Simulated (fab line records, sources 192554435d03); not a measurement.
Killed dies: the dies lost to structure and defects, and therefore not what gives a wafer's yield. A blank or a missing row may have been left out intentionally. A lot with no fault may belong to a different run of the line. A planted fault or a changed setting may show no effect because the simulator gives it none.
A struck lot beside a sound one	flow n5_finfet	15 steps out of a route of 1938
Sound: these wafers, L269.3, L269.5, L269.6. Wafers L270.3, L270.5, L270.6 were the ones struck. The cause comes at the end.
For every step that has rows: the tool of each side, followed by ch and its chambers, followed by its first start. Under that, the readings that differ: sound wafers	struck wafers	difference of the means	sigmas: that difference in standard deviations of wafers without a fault.
alike: a reading whose means differ by less than 2 such deviations, as well as words and numbers matching on both sides. not compared: withheld readings; readings where some wafer has no value; bounds like >300 that might hide an equal value; numbers whose values overlap and for which the record gives no deviation.
Wherever a step has rows on one side only, a row that says differs or no value, or a row with sigmas, the two part there. Non-overlapping numbers with no deviation appear without sigmas and do not part them. A reading missing from all wafers of one side parts the sides only when that side holds two or more wafers.

first, 2 steps without rows for these wafers: N5_BEOL_M12_DEVELOP_27 (develop time 45 s); N5_BEOL_M12_HARDBAKE_32 (time 120 s).
N5_BEOL_M12_CD_MEAS_28: the cd target is 160.2 nm.
  sound on cd_sem-01 ch 0, day 12 15:10; struck on cd_sem-03 ch 0, day 13 04:12
  alike: cd_nm
N5_BEOL_M12_OVL_MEAS_29:
  sound on overlay-02 ch 0, day 12 15:11; struck on overlay-01 ch 0, day 13 04:14
  alike: M12_OVL
N5_BEOL_M12_INSPECT_30: inspects for defects (macro).
  sound: defect_inspect-01 at day 12 15:13; struck: defect_inspect-02 at day 13 04:15
  alike: raw_defect_count
N5_BEOL_M12_DESCUM_33: chemistry O2, time 7.9 s.
  sound on rie_diel-06 ch 1,3, day 12 15:15; struck on rie_diel-06 ch 1,3, day 13 04:43
  alike: drypump_motor_current_A, oes_product_au, rf_vpp_V, showerhead_plenum_p_Torr, throttle_valve_pct
  not compared: rf_hours_counter_h
N5_BEOL_M12_ETCH_67: etches SiARC in CF4, target depth 143 nm, time 238.3 s.
  sound on rie_diel-06 ch 1,3, day 12 15:17; struck on rie_diel-06 ch 1,3, day 13 04:46
  alike: drypump_motor_current_A, etch_rf_on_time_s, oes_product_au, rf_vpp_V, showerhead_plenum_p_Torr, throttle_valve_pct
  not compared: rf_hours_counter_h
N5_BEOL_M12_ETCH_68: etches SOC in N2/H2, time 285 s.
  sound on rie_diel-06 ch 1,3, day 12 15:26; struck on rie_diel-06 ch 1,3, day 13 04:54
  alike: drypump_motor_current_A, n2_flow_sccm, oes_product_au, rf_vpp_V, showerhead_plenum_p_Torr, throttle_valve_pct
  not compared: rf_hours_counter_h
then, 1 step without rows for these wafers: N5_BEOL_M12_STRIP_69 (strips in N2/H2).
N5_BEOL_M12_TRENCH_ETCH_34: etches SiOC in C4F8/O2/Ar, target depth 318.95 nm, time 125.5 s.
  sound on rie_diel-06 ch 1,3, day 12 15:37; struck on rie_diel-06 ch 1,3, day 13 05:05
  alike: drypump_motor_current_A, he_outer_torr, oes_product_au, rf_vpp_V, showerhead_plenum_p_Torr, throttle_valve_pct
  not compared: rf_hours_counter_h
then, 1 step without rows for these wafers: N5_BEOL_M12_STRIP_70 (strips in C4F8/O2/Ar).
N5_BEOL_M12_OCD_MEAS_35:
  sound: ocd-01 at day 12 15:46; struck: ocd-02 at day 13 05:14
  alike: trench_depth_nm
N5_BEOL_M12_STRIP_37: strips in N2/H2.
  sound on plasma_asher-01 ch 0,1, day 12 15:50; struck on plasma_asher-01 ch 0,1, day 13 05:18
reading	sound	struck	difference	sigmas
h2_flow_sccm (sccm)	3252 3251 3240	3578 3582 3569	+329	+36
  alike: drypump_motor_current_A, heater_power_w, n2_flow_sccm, oes_product_au
  not compared: rf_hours_counter_h
N5_BEOL_M12_ETCH_38: etches SiCN in CF4/N2, target depth 68.7 nm, time 73.4 s.
  sound on rie_diel-06 ch 0,1, day 12 17:19; struck on rie_diel-02 ch 2,3, day 13 08:10
reading	sound	struck	difference	sigmas
oes_product_au (a.u.)	0.71 0.71 0.75	0.89 0.89 0.93	+0.18	+2
  alike: drypump_motor_current_A, n2_flow_sccm, rf_vpp_V, showerhead_plenum_p_Torr, throttle_valve_pct
  not compared: rf_hours_counter_h
N5_PASSIVATION_PROBE_49:
  sound: prober-01 at day 14 10:44; struck: prober-02 at day 14 20:05
reading	sound	struck	difference	sigmas
killed_at_front_end	24 20 20	59 35	+26	+2
killed_short	36 27 23	42 45	+15	+2
  alike: defect_limited_yield, killed_at_M0_to_M3, killed_at_M4_up, killed_at_contacts, killed_at_other, killed_dies, killed_open, sort_bin_4_leakage, sort_bin_5_function, sort_bin_6_memory, sort_bin_8_speed, sort_n_pass, sort_yield_pct

## WHERE THEY PART
Last at N5_PASSIVATION_PROBE_49 as far as this record goes, first at N5_BEOL_M12_STRIP_37.

WHY: what the simulator had put in
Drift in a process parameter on plasma_asher-01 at N5_BEOL_M12_STRIP_37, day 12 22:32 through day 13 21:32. The setting h2_flow_sccm was moved by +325, starting from 3250. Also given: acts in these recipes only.
